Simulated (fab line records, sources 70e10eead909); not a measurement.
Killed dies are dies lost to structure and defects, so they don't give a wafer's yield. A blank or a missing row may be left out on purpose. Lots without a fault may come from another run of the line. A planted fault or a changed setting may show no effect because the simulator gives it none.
A struck lot beside a sound one | flow nand_harc | 13 steps out of a route of 1302
Sound: wafers L180.4, L180.5, L180.6. Struck: wafers L190.2, L190.4, L190.5. The cause comes at the end.
At each step with rows: each side's tool, then ch and its chambers, then its first start. Under that, the readings that differ: sound wafers | struck wafers | difference of the means | sigmas: that difference in standard deviations of wafers without a fault.
alike: readings whose means differ by less than 2 such deviations, and words and numbers that are the same on both sides. not compared: withheld readings, readings that some wafer has no value for, bounds like >300 that may hide the same value, and numbers for which the record gives no deviation and whose values overlap.
The two part at a step that has a row with sigmas, a row that says differs or no value, or rows on one side only. Numbers that don't overlap but have no deviation are shown without sigmas and don't part them. A reading that every wafer of one side lacks parts them only if that side has two wafers or more.

NHARC_P_CONTACT_DEP_00: deposits SiO2, target thk 500 nm.
  sound on pecvd-02 ch 0,1,2; struck on pecvd-02 ch 1,2
  alike: heater_power_w, mfc_precursor_sccm, throttle_valve_pct
NHARC_P_CONTACT_CMP_01: polishes SiO2, target thk 200 nm.
  sound on cmp-04 ch 0,1,2, day 7 00:40; struck on cmp-02 ch 1,2,3, day 11 05:13
  alike: motor_current_A, slurry_flow_ml_min
then, 9 steps without rows for these wafers: NHARC_P_CONTACT_SRD_03; NHARC_P_CONTACT_DEHYDRATE_04 (time 120 s); NHARC_P_CONTACT_HMDS_05 (time 30 s); NHARC_P_CONTACT_COAT_33 (time 75 s); NHARC_P_CONTACT_COAT_34 (time 65 s); NHARC_P_CONTACT_COAT_06 (resist thk 90 nm); NHARC_P_CONTACT_SOFTBAKE_07 (time 55 s); NHARC_P_CONTACT_EBR_08; NHARC_P_CONTACT_EXPOSE_09 (exposes mask P CA, target cd 90 nm).
NHARC_P_CONTACT_PEB_10: peb time 65 s.
  sound on litho_track-04 ch 0, day 7 01:13; struck on litho_track-06, day 11 05:48
  no value came back on the struck wafers for chill_plate_temp_C (C), exhaust_pa (Pa); on the sound wafers chill_plate_temp_C (C) reads 22.87 22.92 22.92
then, 1 step without rows for these wafers: NHARC_P_CONTACT_DEVELOP_11 (develop time 35 s).

WHERE THEY PART
Only at NHARC_P_CONTACT_PEB_10, within this record.

WHY: what the simulator had put in
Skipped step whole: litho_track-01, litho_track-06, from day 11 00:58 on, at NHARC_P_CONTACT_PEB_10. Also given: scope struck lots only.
